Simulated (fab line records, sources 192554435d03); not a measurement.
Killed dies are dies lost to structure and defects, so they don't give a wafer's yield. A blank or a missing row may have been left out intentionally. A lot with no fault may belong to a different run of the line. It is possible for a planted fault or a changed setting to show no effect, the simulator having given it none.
fab line records	flow n5-finfet
record lots=5	wafers=15	last-day=18
route steps=1938 shown BEOL_M15@1779 PASSIVATION@1936
lots with no fault: from the same line, run without faults
start-h: the number of hours between the record's first day and the start of the first shown wafer of the lot	wait-h: how many hours have passed since the lot's step before this one	" repeats the value in the row above	L1.1+2: several wafers, shown together as one row	- either no value or no given start	* or withheld: withheld	< > ~ a bound
route shown NAME@n: NAME is a module with steps in the file, n the number in the route of the first one	usual: the fault-free wafers' mean and standard deviation	same: alike in all rows	chamber/n: place in a boat	sites: per-site readings	_std_site: standard deviation across them	_edge_site: outer sites' mean less inner sites'	radius-mm: how far each site lies from the wafer's centre	mask NAME#n: copy n	behind: tool/chamber where the wafer was last shaped	hold: what put the lot on hold/how long, in hours/how the hold closed	device: whichever transistor did not switch (one of n, p or np)	end of line: the tests these same wafers got at the end of their route	for a step that has no rows: nothing shown but its recipe	killed: not the wafer's yield, but the dies lost to structure and defects at the first sort	map: the dies of a wafer, with x for killed, . for not killed, _ for no die there
set.NAME: the setting the step ran with; set.NAME@STEP: the setting that earlier step ran with	model.NAME: the simulator's own value behind a step, which no gauge read
lots seen at some steps along the route; tables by step, rows by wafer
services: a tool's chamber out of use, with start hour (start-h, from the record's first day; less than 0 if before it), hours out, and reason
## steps
# step N5_BEOL_M15_EXPOSE_07
# recipe mask-id=V14	na=0.8	source-shape=annular	sigma-inner=0.5	sigma-outer=0.8	polarization=unpolarized	attpsm-phase-deg=180	dose-mj=41.25
# step N5_BEOL_M15_PEB_08
# recipe peb-temp-c=130	peb-time-s=90
# step N5_BEOL_M15_DEVELOP_09
# recipe develop-time-s=45	rinse-liquid=diw	dry=air-spin	dev-temp-c=21
# step N5_BEOL_M15_HARDBAKE_14
# recipe temp-c=130	time-s=120
# step N5_BEOL_M15_CD_MEAS_10
# recipe target-cd-nm=360	landing-energy-ev=500	detector=se-inlens	polarity=opening
# usual cd-nm=360.5/1.9
lot.wafer	tool	chamber	start-h	wait-h	cd-nm
L642.1	cd-sem-01	0	296.57	-	361.6
L642.4	"	0	"	"	362.2
L642.6	"	0	"	"	361.2
L643.1	cd-sem-03	0	304.99	-	361.4
L643.3	"	0	"	"	360.3
L643.5	"	0	"	"	364.0
L653.1	cd-sem-03	0	361.26	-	359.2
L653.2	"	0	"	"	359.3
L653.6	"	0	"	"	364.6
L652.1	cd-sem-02	0	370.76	-	361.7
L652.3	"	0	"	"	359.2
L652.6	"	0	"	"	360.1
L661.2	cd-sem-01	0	408.60	-	361.9
L661.5	"	0	"	"	359.8
L661.6	"	0	"	"	358.7
# step N5_BEOL_M15_OVL_MEAS_11
# recipe points-per-wafer=44
# usual V14_OVL=0/5.1
lot.wafer	tool	chamber	start-h	wait-h	V14_OVL[nm]
L642.1	overlay-02	0	296.60	0.0	3
L642.4	"	0	"	"	-3
L642.6	"	0	"	"	2
L643.1	overlay-02	0	305.02	0.0	6
L643.3	"	0	"	"	8
L643.5	"	0	"	"	3
L653.1	overlay-01	0	361.29	0.0	0
L653.2	"	0	"	"	-2
L653.6	"	0	"	"	2
L652.1	overlay-01	0	370.79	0.0	-7
L652.3	"	0	"	"	-1
L652.6	"	0	"	"	-2
L661.2	overlay-01	0	408.63	0.0	7
L661.5	"	0	"	"	6
L661.6	"	0	"	"	3
# step N5_BEOL_M15_INSPECT_12
# recipe mode=adi	inspect-instrument=macro
# usual raw-defect-count=2.1/1.5
lot.wafer	tool	chamber	start-h	wait-h	raw-defect-count
L642.1	defect-inspect-01	-	296.62	0.0	4
L642.4	"	-	"	"	2
L642.6	"	-	"	"	2
L643.1	defect-inspect-01	-	305.04	0.0	1
L643.3	"	-	"	"	0
L643.5	"	-	"	"	1
L653.1	defect-inspect-01	-	361.32	0.0	6
L653.2	"	-	"	"	1
L653.6	"	-	"	"	6
L652.1	defect-inspect-01	-	370.81	0.0	1
L652.3	"	-	"	"	0
L652.6	"	-	"	"	0
L661.2	defect-inspect-01	-	408.65	0.0	4
L661.5	"	-	"	"	1
L661.6	"	-	"	"	2
# step N5_BEOL_M15_DESCUM_15
# recipe chemistry=O2	time-s=7.9	source-power-w=50	bias-power-w=20	pressure-mtorr=20	rf-frequency-hz=2.712e+07	temp-c=40	o2-flow-sccm=225
# usual drypump-motor-current-A=5.8/0.57	o2-flow-sccm=225.0/0.7	oes-product-au=0.77/0.081	rf-vpp-V=242.8/1.4	showerhead-plenum-p-Torr=2.07/0.071	throttle-valve-pct=20.49/0.19
lot.wafer	tool	chamber	start-h	wait-h	drypump-motor-current-A	o2-flow-sccm	oes-product-au	rf-hours-counter-h	rf-vpp-V	showerhead-plenum-p-Torr	throttle-valve-pct
L642.1	rie-diel-02	3	296.66	0.0	6.8	225.0	0.78	126	241.4	2.02	20.85
L642.4	"	0	"	"	5.4	224.1	0.83	87	244.3	2.11	20.28
L642.6	"	1	"	"	6.4	225.3	0.71	-	243.8	2.16	20.11
L643.1	rie-diel-06	0	305.08	0.0	6.5	225.4	0.87	50	243.5	2.13	20.33
L643.3	"	2	"	"	5.7	224.6	0.74	173	241.8	1.99	20.50
L643.5	"	1	"	"	6.0	224.0	0.68	-	242.8	2.15	20.78
L653.1	rie-diel-06	0	361.35	0.0	6.5	225.4	0.82	68	244.8	2.13	20.37
L653.2	"	1	"	"	6.0	224.9	0.67	246	244.0	2.15	20.82
L653.6	"	2	"	"	5.7	225.0	0.71	-	241.6	1.98	20.55
L652.1	rie-diel-04	0	371.31	0.5	6.0	225.1	0.83	89	242.6	2.03	20.36
L652.3	"	2	"	"	5.2	225.7	1.02	1	245.3	2.24	20.30
L652.6	"	2	"	"	5.2	225.0	1.02	-	244.4	2.24	20.32
L661.2	rie-diel-04	3	408.69	0.0	5.6	225.5	0.74	191	241.9	2.00	20.65
L661.5	"	1	"	"	5.1	224.7	0.80	-	243.9	2.11	20.60
L661.6	"	0	"	"	6.0	224.4	0.82	-	243.5	2.03	20.36
# step N5_BEOL_M15_ETCH_59
# recipe chemistry=N2/H2	target=BARC	target-depth-a=890	overetch-a=267	time-s=67.9	ion-energy-ev=200	pressure-mtorr=30	source-w=840	bias-w=150	n2-flow-sccm=200	h2-flow-sccm=200
# usual drypump-motor-current-A=5.8/0.57	oes-product-au=0.66/0.063	rf-vpp-V=523.1/2.6	showerhead-plenum-p-Torr=2.52/0.089	throttle-valve-pct=17.96/0.22
lot.wafer	tool	chamber	start-h	wait-h	drypump-motor-current-A	oes-product-au	rf-hours-counter-h	rf-vpp-V	showerhead-plenum-p-Torr	throttle-valve-pct
L642.1	rie-diel-02	3	296.69	0.0	6.8	0.67	126	520.9	2.46	18.44
L642.4	"	0	"	"	5.4	0.72	87	522.9	2.57	17.81
L642.6	"	1	"	"	6.4	0.61	-	525.8	2.65	17.75
L643.1	rie-diel-06	0	305.11	0.0	6.5	0.72	50	525.1	2.59	17.82
L643.3	"	2	"	"	5.7	0.63	173	520.1	2.43	18.08
L643.5	"	1	"	"	6.0	0.59	-	527.3	2.62	18.31
L653.1	rie-diel-06	0	361.39	0.0	6.5	0.71	68	526.0	2.58	17.86
L653.2	"	1	"	"	6.0	0.58	246	526.1	2.62	18.35
L653.6	"	2	"	"	5.7	0.62	-	521.1	2.42	18.11
L652.1	rie-diel-04	0	371.35	0.0	5.9	0.71	89	520.9	2.46	17.81
L652.3	"	2	"	"	5.2	0.87	1	528.4	2.70	17.50
L652.6	"	2	"	"	5.2	0.88	-	526.3	2.70	17.48
L661.2	rie-diel-04	3	408.72	0.0	5.6	0.63	191	518.9	2.41	18.08
L661.5	"	1	"	"	5.1	0.68	-	524.5	2.55	18.00
L661.6	"	0	"	"	6.0	0.71	-	520.6	2.45	17.81
# step N5_BEOL_M15_VIA_ETCH_16
# recipe chemistry=C4F8/O2/Ar	target=SiO2	he-inner-torr=15	he-outer-torr=30	target-depth-a=17922	time-s=withheld	ion-energy-ev=800	pressure-mtorr=20	source-w=1905	bias-w=2040	Ar_flow_sccm=400	C4F8_flow_sccm=16	O2_flow_sccm=12	ends=cleared
# step N5_BEOL_M15_STRIP_63
# recipe chemistry=O2	power-w=600	temp-c=60	pressure-mtorr=30	rf-frequency-hz=6e+07	bias-power-w=0	overash-fraction=0.3	o2-flow-sccm=225
# step N5_BEOL_M15_STRIP_64
# recipe chemistry=O2	power-w=600	temp-c=60	pressure-mtorr=30	rf-frequency-hz=6e+07	bias-power-w=0	overash-fraction=0.3	o2-flow-sccm=225
# usual drypump-motor-current-A=5.8/0.57	o2-flow-sccm=224.9/0.7	oes-product-au=0.77/0.08	rf-vpp-V=3.6/0.45	showerhead-plenum-p-Torr=2.08/0.071	throttle-valve-pct=16.75/0.2
lot.wafer	tool	chamber	start-h	wait-h	drypump-motor-current-A	o2-flow-sccm	oes-product-au	rf-hours-counter-h	rf-vpp-V	showerhead-plenum-p-Torr	throttle-valve-pct
L642.1	rie-diel-02	3	-	-	6.8	225.1	0.78	126	4.3	2.03	17.09
L642.4	"	0	"	"	5.4	225.1	0.83	87	4.7	2.11	16.51
L642.6	"	1	"	"	6.4	225.0	0.71	-	4.0	2.16	16.42
L643.1	rie-diel-06	0	-	-	6.4	224.2	0.86	50	3.8	2.14	16.54
L643.3	"	2	"	"	5.7	225.1	0.74	173	3.6	1.99	16.83
L643.5	"	1	"	"	6.0	225.7	0.68	-	3.4	2.16	17.05
L653.1	rie-diel-06	0	-	-	6.5	225.3	0.83	68	4.1	2.13	16.60
L653.2	"	1	"	"	6.0	224.9	0.67	247	3.5	2.15	17.07
L653.6	"	2	"	"	5.7	225.5	0.71	-	4.1	1.98	16.85
L652.1	rie-diel-04	0	-	-	6.0	226.9	0.83	89	3.4	2.03	16.62
L652.3	"	2	"	"	5.2	223.1	1.02	1	4.0	2.24	16.48
L652.6	"	2	"	"	5.2	225.3	1.02	-	3.8	2.24	16.49
L661.2	rie-diel-04	3	-	-	5.6	224.7	0.73	191	4.2	2.01	16.92
L661.5	"	1	"	"	5.1	224.7	0.80	-	3.3	2.11	16.87
L661.6	"	0	"	"	6.0	224.7	0.81	-	3.7	2.03	16.61
# step N5_BEOL_M15_STRIP_65
# recipe chemistry=post-etch-residue-remover	time-s=60	temp-c=25	remover-ph=withheld	remover-water-wt-pct=withheld	remover-fluoride-wt-pct=withheld
lot.wafer	tool	chamber	start-h	wait-h
L642.1+4+6	wet-bench-06	3,6,4	297.10	-
L643.1+3+5	wet-bench-05	4,2,6	305.51	-
L653.1+2+6	wet-bench-05	4,0,5	361.79	-
L652.1+3+6	wet-bench-06	2,3,6	371.75	-
L661.2+5+6	wet-bench-04	4,6,5	409.12	-
# step N5_BEOL_M15_SRD_66
# recipe time-s=30	temp-c=23	rinse-liquid=diw	dry=n2-spin	spin-rpm=1500	dry-time-s=30
# step N5_BEOL_M15_CD_MEAS_17
# recipe target-cd-nm=360	polarity=opening
# usual cd-nm=361.8/2.2
lot.wafer	tool	chamber	start-h	wait-h	cd-nm
L642.1	cd-sem-03	-	297.15	0.0	362.7
L642.4	"	-	"	"	363.4
L642.6	"	-	"	"	363.9
L643.1	cd-sem-02	-	305.57	0.0	361.5
L643.3	"	-	"	"	361.7
L643.5	"	-	"	"	365.7
L653.1	cd-sem-03	-	361.85	0.0	359.8
L653.2	"	-	"	"	362.4
L653.6	"	-	"	"	364.7
L652.1	cd-sem-01	-	371.81	0.0	363.2
L652.3	"	-	"	"	360.1
L652.6	"	-	"	"	360.9
L661.2	cd-sem-01	-	409.18	0.0	364.1
L661.5	"	-	"	"	361.8
L661.6	"	-	"	"	361.7
# step N5_BEOL_M15_COAT_56
# recipe resist=SOC	temp-c=250	time-s=60	spin-rpm=1500	resist-thk-nm=550
# step N5_BEOL_M15_ETCH_57
# recipe chemistry=N2/H2	target=SOC	source-w=3000	bias-w=350	time-s=750	ion-energy-ev=200	pressure-mtorr=30	n2-flow-sccm=200	h2-flow-sccm=200
# usual drypump-motor-current-A=5.7/0.56	oes-product-au=0.78/0.081	rf-vpp-V=523.3/2.5	showerhead-plenum-p-Torr=2.52/0.089	throttle-valve-pct=17.83/0.21
lot.wafer	tool	chamber	start-h	wait-h	drypump-motor-current-A	oes-product-au	rf-hours-counter-h	rf-vpp-V	showerhead-plenum-p-Torr	throttle-valve-pct
L642.1	rie-diel-04	1	297.26	-	5.1	0.83	72	524.0	2.56	17.82
L642.4	"	2	"	"	5.2	0.68	231	519.9	2.39	17.69
L642.6	"	0	"	"	6.0	0.87	-	522.3	2.47	17.64
L643.1	rie-diel-04	2	305.68	-	5.2	0.68	235	521.8	2.39	17.69
L643.3	"	1	"	"	5.1	0.83	75	525.5	2.56	17.83
L643.5	"	2	"	"	5.2	0.67	-	521.4	2.39	17.69
L653.1	rie-diel-04	1	362.15	-	5.1	0.81	92	525.9	2.55	17.85
L653.2	"	0	"	"	5.9	0.84	87	523.0	2.46	17.69
L653.6	"	0	"	"	6.0	0.83	-	521.4	2.46	17.68
L652.1	rie-diel-02	1	372.07	-	6.4	0.70	218	525.1	2.64	17.68
L652.3	"	0	"	"	5.4	0.80	112	524.9	2.56	17.73
L652.6	"	1	"	"	6.4	0.70	-	526.0	2.64	17.68
L661.2	rie-diel-04	0	409.28	-	6.0	0.83	101	521.1	2.45	17.69
L661.5	"	1	"	"	5.1	0.79	-	524.4	2.55	17.87
L661.6	"	2	"	"	5.2	0.97	-	528.0	2.70	17.41
# step N5_BEOL_M15_COAT_60
# recipe resist=BARC	temp-c=205	time-s=60	spin-rpm=1500	resist-thk-nm=89
# step N5_BEOL_M15_COAT_22
# recipe spin-rpm=1704	resist-thk-nm=800
# step N5_BEOL_M15_EBR_24
# recipe solvent=PGMEA	ebr-width-mm=1.5
# step N5_BEOL_M15_SOFTBAKE_23
# recipe temp-c=130	time-s=60
# step N5_BEOL_M15_EXPOSE_25
# recipe mask-id=M15	na=0.8	source-shape=annular	sigma-inner=0.5	sigma-outer=0.8	polarization=unpolarized	target-cd-nm=400	dose-mj=35.5
# step N5_BEOL_M15_PEB_26
# recipe peb-temp-c=130	peb-time-s=90
# step N5_BEOL_M15_DEVELOP_27
# recipe develop-time-s=45	rinse-liquid=diw	dry=air-spin	dev-temp-c=21
# step N5_BEOL_M15_HARDBAKE_32
# recipe temp-c=130	time-s=120
# step N5_BEOL_M15_CD_MEAS_28
# recipe target-cd-nm=407.6	landing-energy-ev=500	detector=se-inlens
# usual cd-nm=407.8/2
lot.wafer	tool	chamber	start-h	wait-h	cd-nm
L642.1	cd-sem-02	0	298.15	-	411.0
L642.4	"	0	"	"	410.6
L642.6	"	0	"	"	408.5
L643.1	cd-sem-03	0	306.57	-	408.8
L643.3	"	0	"	"	409.1
L643.5	"	0	"	"	409.2
L653.1	cd-sem-01	0	363.28	-	410.4
L653.2	"	0	"	"	408.0
L653.6	"	0	"	"	409.0
L652.1	cd-sem-01	0	372.84	-	408.8
L652.3	"	0	"	"	408.0
L652.6	"	0	"	"	409.6
L661.2	cd-sem-03	0	410.06	-	406.0
L661.5	"	0	"	"	405.3
L661.6	"	0	"	"	403.5
# step N5_BEOL_M15_OVL_MEAS_29
# recipe points-per-wafer=44
# usual M15_OVL=-1/5.1
lot.wafer	tool	chamber	start-h	wait-h	M15_OVL[nm]
L642.1	overlay-02	0	298.18	0.0	-6
L642.4	"	0	"	"	-1
L642.6	"	0	"	"	4
L643.1	overlay-01	0	306.60	0.0	6
L643.3	"	0	"	"	11
L643.5	"	0	"	"	8
L653.1	overlay-01	0	363.31	0.0	0
L653.2	"	0	"	"	-3
L653.6	"	0	"	"	-3
L652.1	overlay-01	0	372.87	0.0	-10
L652.3	"	0	"	"	-3
L652.6	"	0	"	"	1
L661.2	overlay-02	0	410.09	0.0	8
L661.5	"	0	"	"	0
L661.6	"	0	"	"	-2
# step N5_BEOL_M15_INSPECT_30
# recipe mode=adi	inspect-instrument=macro
# usual raw-defect-count=2.2/1.5
lot.wafer	tool	chamber	start-h	wait-h	raw-defect-count
L642.1	defect-inspect-01	-	298.21	0.0	3
L642.4	"	-	"	"	2
L642.6	"	-	"	"	1
L643.1	defect-inspect-01	-	306.63	0.0	0
L643.3	"	-	"	"	1
L643.5	"	-	"	"	0
L653.1	defect-inspect-02	-	363.34	0.0	4
L653.2	"	-	"	"	8
L653.6	"	-	"	"	>300
L652.1	defect-inspect-02	-	372.89	0.0	2
L652.3	"	-	"	"	1
L652.6	"	-	"	"	3
L661.2	defect-inspect-02	-	410.11	0.0	6
L661.5	"	-	"	"	0
L661.6	"	-	"	"	1
# step N5_BEOL_M15_DESCUM_33
# recipe chemistry=O2	time-s=7.9	source-power-w=50	bias-power-w=20	pressure-mtorr=20	rf-frequency-hz=2.712e+07	temp-c=40	o2-flow-sccm=225
# usual drypump-motor-current-A=5.8/0.58	o2-flow-sccm=225.0/0.64	oes-product-au=0.77/0.084	rf-vpp-V=242.7/1.5	showerhead-plenum-p-Torr=2.07/0.069	throttle-valve-pct=20.51/0.18
lot.wafer	tool	chamber	start-h	wait-h	drypump-motor-current-A	o2-flow-sccm	oes-product-au	rf-hours-counter-h	rf-vpp-V	showerhead-plenum-p-Torr	throttle-valve-pct
L642.1	rie-diel-04	2	298.58	0.4	5.2	224.6	0.68	232	241.6	1.98	20.51
L642.4	"	0	"	"	5.9	224.2	0.86	-	242.1	2.04	20.30
L642.6	"	2	"	"	5.2	225.2	0.68	-	240.0	1.98	20.54
L643.1	rie-diel-04	0	306.66	0.0	6.0	225.8	0.86	69	244.1	2.04	20.32
L643.3	"	1	"	"	5.1	225.0	0.83	75	245.3	2.12	20.55
L643.5	"	0	"	"	6.0	226.7	0.85	-	243.1	2.04	20.32
L653.1	rie-diel-06	1	363.37	0.0	6.0	224.9	0.67	247	242.6	2.15	20.83
L653.2	"	3	"	"	4.9	225.0	0.69	208	243.5	2.07	20.56
L653.6	"	2	"	"	5.6	226.1	0.72	-	240.8	1.98	20.53
L652.1	rie-diel-06	0	373.20	0.3	6.5	224.0	0.82	71	244.2	2.13	20.37
L652.3	"	1	"	"	6.0	225.1	0.67	250	243.8	2.15	20.81
L652.6	"	1	"	"	6.0	225.9	0.67	-	242.8	2.14	20.81
L661.2	rie-diel-06	2	410.15	0.0	5.7	225.0	0.70	205	240.5	1.98	20.56
L661.5	"	1	"	"	6.0	224.4	1.01	-	244.9	2.14	20.48
L661.6	"	2	"	"	5.7	225.4	0.71	-	241.6	1.97	20.57
# step N5_PASSIVATION_PROBE_49
# usual defect-limited-yield=91.0/1.4	killed_at_M0_to_M3=33/11	killed_at_M4_up=14/5	killed-at-contacts=11/7.3	killed-at-front-end=43/12	killed-at-other=4/3.1	killed-dies=106/17	killed-open=69/13	killed-short=34/8.7	sort_bin_5_function=5.2/0.96	sort_bin_6_memory=3.3/0.66	sort-n-pass=1074/17	sort-yield-pct=91.0/1.4
# same gross-dies=1180	killed-at-back-side=0	sort_bin_4_leakage[%]=0	sort_bin_8_speed[%]=0
lot.wafer	tool	chamber	start-h	wait-h	defect-limited-yield[%]	killed_at_M0_to_M3	killed_at_M4_up	killed-at-contacts	killed-at-front-end	killed-at-other	killed-dies	killed-open	killed-short	sort_bin_5_function[%]	sort_bin_6_memory[%]	sort-n-pass	sort-yield-pct[%]
L653.1	prober-02	-	384.28	0.0	91.7	30	9	6	50	3	98	71	27	4.7	3.6	1082	91.7
L653.2	prober-02	-	384.33	0.1	89.7	47	7	10	53	4	121	81	34	6.4	3.2	1059	89.7
L653.6	prober-02	-	384.53	0.3	82.4	26	122	17	39	4	208	60	35	11.6	4.2	972	82.4
# killed by level:class
L653.1 STI_FIN_REVEAL:geometric-particle:open=17 FIN_SAQP:geometric-particle:open=14 FIN_SAQP:geometric-particle:short=8 BEOL_M0_SAQP:geometric-particle:short=8 BEOL_M0_SAQP:geometric-particle:open=6 MOL_CONTACT_COAG:geometric-particle:open=5 BEOL_M1:geometric-particle:open=5 BEOL_M2:geometric-particle:open=5
L653.2 BEOL_M0_SAQP:geometric-particle:open=20 BEOL_M0_SAQP:geometric-particle:short=19 STI_FIN_REVEAL:geometric-particle:open=18 FIN_SAQP:geometric-particle:open=17 MOL_CONTACT_COAG:geometric-particle:open=10 FIN_SAQP:geometric-particle:short=7 HKMG_FIN:area-etch=4 GATE_CUT:geometric-particle:short=3
L653.6 BEOL_M15:unspecified=105 MOL_CONTACT_COAG:geometric-particle:open=14 BEOL_M2:geometric-particle:open=8 BEOL_M4:geometric-particle:open=8 HKMG_FIN:area-etch=7 FIN_SAQP:geometric-particle:short=5 STI_FIN_REVEAL:geometric-particle:open=5 BEOL_M0_SAQP:geometric-particle:open=5
# map L653.6 (x killed, . not)
_________________.........x..________________
______________.................x_____________
___________...........x.........x..__________
__________..........x..........x...._________
________.............................._______
_______.x..............................______
______x..x...............x...........x.x_____
_____................x..........x........____
____.......x.x......................x.....___
___........x....x...........x..............__
___x..........x............................__
__...............................xx......x.._
__....x............x.x.....x.........x......_
_..............x.....x......................x
_........x...xx.x........x.......x...x....x.x
_...........xx.........................xx..x.
_x....x................x..........x........x.
_...xx.x............x................xx....x.
_....x......x....x..x.......................x
_.......x...............x...............xx...
_...........x.........x...x.........x......x.
__......................x..................._
__.x..x......x..x......xxxxxxx..........xx.._
___............x...x.xxxxxxxxx....x.....x..__
___...............x.x.xxxxxxxxxx...x.......__
____x................x.xxxxxxxxx....x..x..___
_____.........x....xxxxxxxxxxxxxx.x......____
______..xx..........xxxxxxxxxxxx.x......_____
_______...x......x..x.xxxxxxxxxxxx.....______
________.............x.xxxxxxxx.x.x..._______
__________x...x.......xxx.xxxx......_________
___________......x..xx.x..xxx......__________
______________.x.....x.xxxx...x._____________
_________________.....x....x.________________
# map L643.1 (x killed, . not)
_________________..x.x....xx.________________
______________...........x......_____________
___________........................__________
__________x...x....x....x.x.....x..._________
________..............x..............._______
_______...........................x....______
______.........................x....x..._____
_____............xx......................____
____.x.x...............x.........x........___
___...x..x.x.....xx........x......x........__
___.........x...x..............xx.....x...x__
__...x....x................................._
__....x.x...........xx........x.........x..._
_.......x................................x.x.
_..x........x.....x............xx............
_................x....x.........x............
_.....x..........xx.................x........
_x...........x.....x........xx..x............
_x.......x......x..x.x.......................
_............xx.....x.............x..........
_..........x.......xx....xx.x.........x......
__...............xx..............x.........._
__.........x..x....x...............x....x..._
___.....................x...xxx............__
___........................................__
____......x.....x..........x...x..xx......___
_____..........x.............x...x...x.x.____
______............x..x.........xxx......_____
_______.xx....xx.x.x............x...x..______
________...........................x.._______
__________...x..x..................._________
___________....x............x......__________
______________.....x.x.........._____________
_________________....x.......________________
## services
tool	chamber	start-h	hours	kind
rie-diel-06	3	296.14	2.1	repair
rie-diel-02	2	333.65	4.7	repair
wet-bench-04	-	345.69	7.7	repair
wet-bench-06	-	350.08	1.9	pm
rie-diel-04	2	352.44	-	clean
rie-diel-04	2	352.44	-	consumable-replace:focus-ring
rie-diel-04	2	352.44	-	consumable-replace:showerhead
rie-diel-04	2	352.44	16.8	scheduled-down
rie-diel-04	2	352.44	16.8	vent-cycle
rie-diel-06	1	373.44	-	clean
rie-diel-06	1	373.44	-	consumable-replace:focus-ring
rie-diel-06	1	373.44	28.9	scheduled-down
rie-diel-06	1	373.44	28.9	vent-cycle
## key
first-sign step=N5_BEOL_M15_INSPECT_30	reading=raw-defect-count	direction=up	sigmas=99+	usual=2.2	struck=>300
effect step=N5_PASSIVATION_PROBE_49	reading=killed_at_M4_up	direction=up	sigmas=21	usual=14	struck=122
more-kills-born-at N5_BEOL_M15_STRIP_65@wet-bench-05=105
met-at N5_BEOL_M15_STRIP_65
struck-wafers L653.6
fault kind=chamber-particle-source	tool=wet-bench-05	chamber=5	onset-h=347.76	steps=N5_BEOL_M15_STRIP_65	rate-per-visit-cm2=0.64803	end-h=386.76
